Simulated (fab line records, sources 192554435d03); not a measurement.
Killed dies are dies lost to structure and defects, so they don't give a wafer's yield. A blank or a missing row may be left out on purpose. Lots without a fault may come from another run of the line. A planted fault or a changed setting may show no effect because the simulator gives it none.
fab line records | flow n5_finfet
record lots=10 wafers=30 last_day=17
route steps=1938 shown BEOL_M8@1380 BEOL_M9@1404
lots that met no fault: from a run of the same line without faults
start_h: hours from the record's first day to the start of the lot's first wafer shown | wait_h: hours since the lot's step before | " the same as in the row above | L1.1+2: a row that stands for several wafers | - no value, or no start given | * or withheld: withheld | < > ~ a bound
route shown NAME@n: a module of which the file shows steps, and the number in the route of the first | usual: mean/standard deviation of fault-free wafers | same: alike in all rows | chamber/n: place in a boat | sites: the reading at each site | _std_site: their standard deviation | _edge_site: outer sites' mean less inner sites' | radius_mm: how far each site lies from the wafer's centre | mask NAME#n: copy n | behind: the tool/chamber that last shaped the wafer | hold: why the lot was held/for how many hours/how that ended | device: the transistor (n, p or np) that didn't switch | end of line: the same wafers' tests at the end of the route | a step without rows: its recipe alone | killed: dies lost to structure and defects at the first sort, not the wafer's yield | map: a wafer's dies, x killed, . not, _ none there
set.NAME: the setting as run; set.NAME@STEP: as run at that earlier step | model.NAME: the simulator's own value behind a step, which no gauge read
steps of the route over a sample of lots; a table a step, a row a wafer
services: from which hour (start_h, from the record's first day; less than 0 if before it) a tool's chamber was out of use, for how many hours, and why
## steps
# step N5_BEOL_M8_OCD_MEAS_38
# usual trench_depth_nm=93.7/1.4
# columns lot.wafer tool chamber start_h wait_h trench_depth_nm
L196.1 ocd-01 - 196.31 - 91.7
L196.5 " - " " 92.8
L196.6 " - " " 93.0
L197.1 ocd-01 - 210.56 - 95.0
L197.2 " - " " 93.7
L197.4 " - " " 94.4
L199.1 ocd-02 - 221.41 - 94.5
L199.2 " - " " 94.0
L199.6 " - " " 95.3
L202.1 ocd-02 - 234.14 - 94.0
L202.3 " - " " 94.0
L202.4 " - " " 94.3
L204.2 ocd-02 - 245.47 - 97.0
L204.3 " - " " 95.1
L204.6 " - " " 95.2
L203.2 ocd-01 - 247.18 - 94.4
L203.4 " - " " 94.4
L203.6 " - " " 93.4
L206.1 ocd-01 - 254.03 - 92.6
L206.2 " - " " 92.5
L206.4 " - " " 91.6
L211.1 ocd-02 - 296.24 - 93.6
L211.4 " - " " 93.8
L211.6 " - " " 95.7
L212.1 ocd-02 - 302.10 - 95.4
L212.2 " - " " 93.2
L212.5 " - " " 93.4
L219.3 ocd-01 - 335.56 - 94.6
L219.4 " - " " 94.0
L219.6 " - " " 93.9
# step N5_BEOL_M8_CURE_75
# recipe temp_c=370 time_s=120 ambient=DMADMS/He material=SiCOH_lowk
# usual lamp_power_pct=52.31/0.056 wafer_temp_C_max=372.0/0.68
# columns lot.wafer tool chamber start_h wait_h lamp_power_pct wafer_temp_C_max
L196.1 uv_cure-02 2 196.51 0.0 52.29 372.6
L196.5 " 2 " " 52.31 371.9
L196.6 " 2 " " 52.31 372.3
L197.1 uv_cure-02 0 210.76 0.0 52.30 371.7
L197.2 " 0 " " 52.41 371.6
L197.4 " 0 " " 52.27 371.3
L199.1 uv_cure-01 1 221.60 0.0 52.25 371.8
L199.2 " 1 " " 52.30 372.1
L199.6 " 1 " " 52.38 371.6
L202.1 uv_cure-03 0 234.53 0.2 52.34 371.9
L202.3 " 0 " " 52.41 372.3
L202.4 " 0 " " 52.29 372.6
L204.2 uv_cure-01 0 245.73 0.1 52.23 372.2
L204.3 " 0 " " 52.25 371.9
L204.6 " 0 " " 52.28 372.1
L203.2 uv_cure-01 1 247.43 0.1 52.23 371.6
L203.4 " 1 " " 52.20 372.4
L203.6 " 1 " " 52.35 371.7
L206.1 uv_cure-03 0 254.23 0.0 52.31 371.5
L206.2 " 0 " " 52.30 371.6
L206.4 " 0 " " 52.32 372.4
L211.1 uv_cure-03 0 296.49 0.1 52.26 372.1
L211.4 " 0 " " 52.30 371.6
L211.6 " 0 " " 52.35 372.1
L212.1 uv_cure-01 0 302.30 0.0 52.24 371.9
L212.2 " 0 " " 52.28 371.8
L212.5 " 0 " " 52.32 372.2
L219.3 uv_cure-01 1 335.85 0.1 52.22 371.5
L219.4 " 1 " " 52.38 371.5
L219.6 " 1 " " 52.26 371.2
# step N5_BEOL_M8_CMP_52
# recipe stop_on=SiCOH_lowk t_overpolish_s=6.9 down_force_psi=1 platen_rpm=50 clearing_platen_down_force_psi=1.5 clearing_platen_rpm=50 post_cmp_clean=cu_alkaline target_thk_nm=80 clearing_platen_pad_velocity_m_s=0.99484 pad_velocity_m_s=0.99484
# usual barrier_field_endpoint_s=28.8/0.54 motor_current_A=6.3/0.72 overpolish_run_s=6.900/0.0092 time_to_endpoint_s=61.6/2
# same t_overpolish_s=6.9
# columns lot.wafer tool chamber start_h wait_h barrier_field_endpoint_s motor_current_A overpolish_run_s time_to_endpoint_s
L196.1 cmp-02 1 200.94 0.3 28.3 7.4 6.896 64.1
L196.6 " 0 " " 28.2 5.2 6.914 63.7
L196.5 " 1 " " 28.3 7.0 6.920 62.8
L197.2 cmp-01 2 213.79 0.2 28.7 7.6 6.892 62.0
L197.1 " 3 " " 28.0 5.9 6.911 60.9
L197.4 " 1 " " 28.5 5.8 6.895 61.7
L199.1 cmp-02 3 223.00 0.3 28.6 6.1 6.901 62.0
L199.2 " 1 " " 27.3 7.2 6.913 61.8
L199.6 " 3 " " 29.0 6.4 6.889 62.7
L202.4 cmp-02 3 236.45 0.1 29.3 6.9 6.886 63.4
L202.3 " 0 " " 29.7 5.4 6.893 64.0
L202.1 " 1 " " 29.3 6.9 6.891 61.8
L204.2 cmp-03 1 248.81 0.2 29.4 6.7 6.912 65.3
L204.3 " 3 " " 29.2 6.1 6.883 61.2
L204.6 " 1 " " 29.5 6.6 6.889 62.3
L203.2 cmp-01 3 249.11 0.2 29.0 5.7 6.916 59.6
L203.4 " 1 " " 28.7 6.0 6.912 61.7
L203.6 " 0 " " 28.4 7.0 6.901 60.2
L206.4 cmp-01 3 257.12 0.2 28.9 5.8 6.884 59.2
L206.2 " 0 " " 28.3 6.9 6.890 62.4
L206.1 " 1 " " 29.6 6.0 6.880 64.1
L211.1 cmp-02 0 299.62 0.3 28.1 5.4 6.906 61.1
L211.4 " 3 " " 29.3 6.4 6.890 60.8
L211.6 " 0 " " 28.8 5.3 6.904 64.1
L212.1 cmp-02 0 304.56 0.3 28.9 5.4 6.902 60.3
L212.2 " 3 " " 29.2 6.5 6.894 59.5
L212.5 " 0 " " 29.1 5.1 6.894 59.5
L219.3 cmp-03 0 337.95 0.2 28.7 6.6 6.903 62.0
L219.4 " 2 " " 28.7 5.7 6.899 60.0
L219.6 " 1 " " 28.9 6.3 6.911 61.4
# step N5_BEOL_M9_PECVD_70
# recipe material=SiO2 target_thk_a=200 temp_c=400 precursor=TEOS/O2 pressure_torr=5.5 rf_w=450 teos_flow_sccm=53.8 gas=O2 flow_sccm=3000 time_s=22.7
# usual heater_power_w=698/72 showerhead_plenum_p_Torr=8.80/0.068 susceptor_temp_C=400.04/0.23 throttle_valve_pct=22.2/0.85
# columns lot.wafer tool chamber start_h wait_h heater_power_w showerhead_plenum_p_Torr susceptor_temp_C throttle_valve_pct
L196.1 pecvd-02 1 202.01 0.0 700 8.76 400.03 21.6
L196.5 " 1 " " 726 8.76 400.17 21.4
L196.6 " 0 " " 711 8.90 399.91 22.5
L197.1 pecvd-03 1 214.90 0.0 731 8.82 399.71 22.3
L197.2 " 2 " " 625 8.74 399.74 22.3
L197.4 " 2 " " 641 8.73 400.12 22.2
L199.1 pecvd-04 0 224.15 0.0 626 8.82 399.59 22.8
L199.2 " 1 " " 688 8.71 399.78 24.0
L199.6 " 1 " " 682 8.72 399.73 24.3
L202.1 pecvd-02 1 237.57 0.0 721 8.76 399.75 21.6
L202.3 " 0 " " 696 8.89 399.93 22.6
L202.4 " 0 " " 694 8.88 399.76 22.9
L204.2 pecvd-03 0 250.09 0.0 700 8.91 400.13 22.1
L204.3 " 2 " " 618 8.72 400.45 22.3
L204.6 " 1 " " 702 8.79 399.80 22.3
L203.2 pecvd-04 2 250.87 0.0 734 8.86 400.19 22.7
L203.4 " 0 " " 562 8.79 400.05 22.8
L203.6 " 1 " " 569 8.70 399.96 24.3
L206.1 pecvd-03 2 258.20 0.0 699 8.72 400.17 22.5
L206.2 " 1 " " 761 8.78 400.14 22.5
L206.4 " 1 " " 741 8.79 400.26 22.4
L211.1 pecvd-02 0 300.73 0.0 836 8.89 400.05 22.5
L211.4 " 0 " " 854 8.89 400.13 22.9
L211.6 " 1 " " 706 8.76 399.89 21.7
L212.1 pecvd-03 0 306.02 0.0 689 8.91 399.74 21.6
L212.2 " 2 " " 706 8.75 425.65 22.4
L212.5 " 2 " " 714 8.72 425.67 22.4
L219.3 pecvd-02 0 339.12 0.0 731 8.94 400.14 22.7
L219.4 " 2 " " 752 8.78 400.16 20.9
L219.6 " 1 " " 700 8.75 399.95 21.5
# step N5_BEOL_M9_CMP_52
# recipe stop_on=SiCOH_lowk t_overpolish_s=7 down_force_psi=1 platen_rpm=50 clearing_platen_down_force_psi=1.5 clearing_platen_rpm=50 post_cmp_clean=cu_alkaline target_thk_nm=140 clearing_platen_pad_velocity_m_s=0.99484 pad_velocity_m_s=0.99484
# usual barrier_field_endpoint_s=28.8/0.6 motor_current_A=6.2/0.62
# columns lot.wafer tool chamber start_h wait_h barrier_field_endpoint_s motor_current_A
L196.1 cmp-03 1 208.80 0.3 27.8 6.1
L196.5 " 0 " " 28.2 6.9
L196.6 " 1 " " 28.4 6.5
L197.4 cmp-02 1 220.93 0.1 28.6 6.9
L197.2 " 3 " " 28.7 6.7
L197.1 " 0 " " 29.7 5.1
L199.1 cmp-02 2 228.93 0.3 28.0 5.6
L199.2 " 3 " " 28.3 6.4
L199.6 " 2 " " 28.5 5.4
L202.1 cmp-03 3 245.58 0.3 28.8 6.2
L202.4 " 0 " " 29.6 6.7
L202.3 " 1 " " 28.7 6.5
L204.2 cmp-03 2 256.82 0.2 28.0 5.4
L204.3 " 3 " " 28.2 6.4
L204.6 " 2 " " 28.8 5.7
L203.2 cmp-02 3 260.15 0.2 28.7 6.8
L203.4 " 1 " " 28.8 7.4
L203.6 " 2 " " 29.9 5.2
L206.4 cmp-02 0 263.60 0.2 29.8 5.3
L206.1 " 1 " " 29.6 6.9
L206.2 " 2 " " 29.1 5.4
L211.1 cmp-04 1 306.85 0.3 28.8 6.5
L211.4 " 2 " " 29.1 6.5
L211.6 " 2 " " 28.6 7.0
L212.1 cmp-04 2 310.39 0.3 27.6 6.5
L212.2 " 0 " " 23.9 6.3
L212.5 " 2 " " 24.0 6.5
L219.4 cmp-02 1 344.09 0.1 28.9 7.0
L219.3 " 3 " " 29.0 6.5
L219.6 " 1 " " 28.5 7.2
## services
# columns tool chamber start_h hours kind
cmp-02 - 184.44 0.7 repair
pecvd-03 1 189.22 5.5 scheduled_down
cmp-04 - 191.17 5.9 repair
uv_cure-02 - 199.29 1.0 pm
uv_cure-02 - 204.21 0.3 repair
uv_cure-01 - 204.74 3.4 pm
cmp-04 - 214.02 4.0 pm
cmp-01 - 229.66 4.0 pm
uv_cure-03 - 242.71 7.5 pm
cmp-04 - 243.72 28.0 repair
uv_cure-02 - 247.13 7.5 pm
cmp-02 - 264.82 10.7 pm
pecvd-02 0 274.56 2.1 scheduled_down
uv_cure-02 - 285.75 0.9 repair
pecvd-03 0 288.33 5.5 scheduled_down
uv_cure-02 - 294.54 2.1 pm
uv_cure-01 - 295.81 2.8 pm
cmp-01 - 300.61 0.5 repair
cmp-02 - 308.38 3.8 repair
cmp-02 - 328.15 4.0 pm
cmp-02 - 332.15 - consumable_replace:conditioner
cmp-02 - 332.15 - consumable_replace:pad
pecvd-03 0 332.84 21.3 repair
cmp-04 - 340.01 0.6 repair
## key
first_sign step=N5_BEOL_M9_PECVD_70 reading=susceptor_temp_C direction=up sigmas=99+ usual=* struck=*
effect step=N5_BEOL_M9_CMP_52 reading=barrier_field_endpoint_s direction=down sigmas=8.1 usual=28.8 struck=23.9
met_at N5_BEOL_M9_PECVD_70
struck_lots L212
struck_wafers L212.2,L212.5
not_acting_at N5_BEOL_M8_OCD_MEAS_38,N5_BEOL_M8_CURE_75,N5_BEOL_M8_CMP_52
onset_between 258.20 306.02
fault kind=process_parameter_drift tool=pecvd-03 chamber=2 onset_h=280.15 steps=N5_BEOL_M9_PECVD_70 channel=temp_c offset=* shape=step end_h=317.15 acts_in=* stated=*
